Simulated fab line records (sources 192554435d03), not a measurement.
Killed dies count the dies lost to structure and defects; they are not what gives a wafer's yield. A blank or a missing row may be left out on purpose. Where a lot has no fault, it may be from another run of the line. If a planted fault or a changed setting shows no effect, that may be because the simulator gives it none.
A struck lot beside a sound one || flow n5-finfet || 14 out of 1938 route steps
Sound: these wafers, L457.1, L457.2, L457.5. Struck: wafer L471.4 (left out: L471.2, L471.3 of the same lot, which were not struck); the cause appears at the end.
For every step that has rows: the tool of each side, followed by ch and its chambers, followed by its first start. Under that, the readings that differ: sound wafers || struck wafers || difference of the means || sigmas: that difference in standard deviations of wafers without a fault.
alike: readings with means less than 2 such deviations apart, plus words and numbers identical on both sides. not compared: withheld readings, readings lacking a value on some wafer, bounds such as >300 that could conceal the same value, and numbers that have no deviation in the record and whose values overlap.
Wherever a step has rows on one side only, a row that says differs or no value, or a row with sigmas, the two part there. Numbers that don't overlap but have no deviation are shown without sigmas and don't part them. A reading that every wafer of one side lacks parts them only if that side has two wafers or more.

first, 6 steps without rows for these wafers: N5_BEOL_M5_COAT_22 (resist thk 30 nm); N5_BEOL_M5_EBR_24; N5_BEOL_M5_SOFTBAKE_23 (time 60 s); N5_BEOL_M5_EXPOSE_25 (exposes mask V4, defocus 10 nm); N5_BEOL_M5_PEB_26 (peb time 60 s); N5_BEOL_M5_DEVELOP_27 (develop time 30 s).
N5_BEOL_M5_CD_MEAS_28: target cd 30.6 nm, target cd y 20 nm.
  sound on cd-sem-01 ch 0, day 8 01:53; struck on cd-sem-01 ch 0, day 11 22:56
  alike: cd-nm
N5_BEOL_M5_OVL_MEAS_29:
  sound on overlay-02 ch 0, day 8 01:55; struck on overlay-02 ch 0, day 11 22:58
{"reading": "V4_OVL (nm)", "sound": "0.0 0.7 0.9", "struck": -0.9, "difference": -1.4, "sigmas": -2}
N5_BEOL_M5_INSPECT_30: inspects for defects (brightfield).
  sound on defect-inspect-02, day 8 01:59; struck on defect-inspect-02, day 11 23:02
  alike: raw-defect-count
N5_BEOL_M5_DESCUM_33: chemistry O2, time 7 s.
  sound on rie-diel-03 ch 1,2,3, day 8 02:01; struck on rie-diel-01 ch 0, day 11 23:20
{"reading": "oes-product-au (a.u.)", "sound": "0.75 0.74 0.75", "struck": 0.94, "difference": "+0.19", "sigmas": "+2"}
  alike: drypump-motor-current-A, rf-vpp-V, showerhead-plenum-p-Torr, throttle-valve-pct
  not compared: rf-hours-counter-h
N5_BEOL_M5_ETCH_75: etches underlayer in N2/H2, target depth 6.5 nm, time 5.2 s.
  sound on rie-diel-03 ch 1,2,3, day 8 02:03; struck on rie-diel-01 ch 0, day 11 23:22
{"reading": "oes-product-au (a.u.)", "sound": "0.63 0.63 0.64", "struck": 0.79, "difference": "+0.16", "sigmas": "+2"}
  alike: drypump-motor-current-A, etch-rf-on-time-s, rf-vpp-V, showerhead-plenum-p-Torr, throttle-valve-pct
  not compared: rf-hours-counter-h
N5_BEOL_M5_ETCH_67: etches SiARC in CF4, target depth 15.6 nm, time 26 s.
  sound on rie-diel-03 ch 1,2,3, day 8 02:04; struck on rie-diel-01 ch 0, day 11 23:23
{"reading": "etch-rf-on-time-s (s)", "sound": "26.1 26.1 25.3", "struck": 24.5, "difference": -1.3, "sigmas": -2}
{"reading": "oes-product-au (a.u.)", "sound": "0.63 0.64 0.65", "struck": 0.80, "difference": "+0.16", "sigmas": "+2"}
  alike: drypump-motor-current-A, rf-vpp-V, showerhead-plenum-p-Torr, throttle-valve-pct
  not compared: rf-hours-counter-h
N5_BEOL_M5_ETCH_68: etches SOC in N2/H2, target depth 80 nm, overetch 16 nm, time 120 s.
  sound on rie-diel-03 ch 1,2,3, day 8 02:06; struck on rie-diel-01 ch 0, day 11 23:25
{"reading": "oes-product-au (a.u.)", "sound": "0.57 0.57 0.58", "struck": 0.70, "difference": "+0.13", "sigmas": "+2"}
{"reading": "model.SiARC_of_BEOL_M5_COAT_66.thk-nm (nm)", "sound": "6.6 6.4 6.4", "struck": 7.2, "difference": "+0.7", "sigmas": ""}
  alike: drypump-motor-current-A, rf-vpp-V, showerhead-plenum-p-Torr, throttle-valve-pct
  not compared: rf-hours-counter-h
then, 1 step without rows for these wafers: N5_BEOL_M5_STRIP_69 (strips in N2/H2).

WHERE THEY PART
First at N5_BEOL_M5_OVL_MEAS_29; last, within this record, at N5_BEOL_M5_ETCH_68.

WHY: what had been put in by the simulator
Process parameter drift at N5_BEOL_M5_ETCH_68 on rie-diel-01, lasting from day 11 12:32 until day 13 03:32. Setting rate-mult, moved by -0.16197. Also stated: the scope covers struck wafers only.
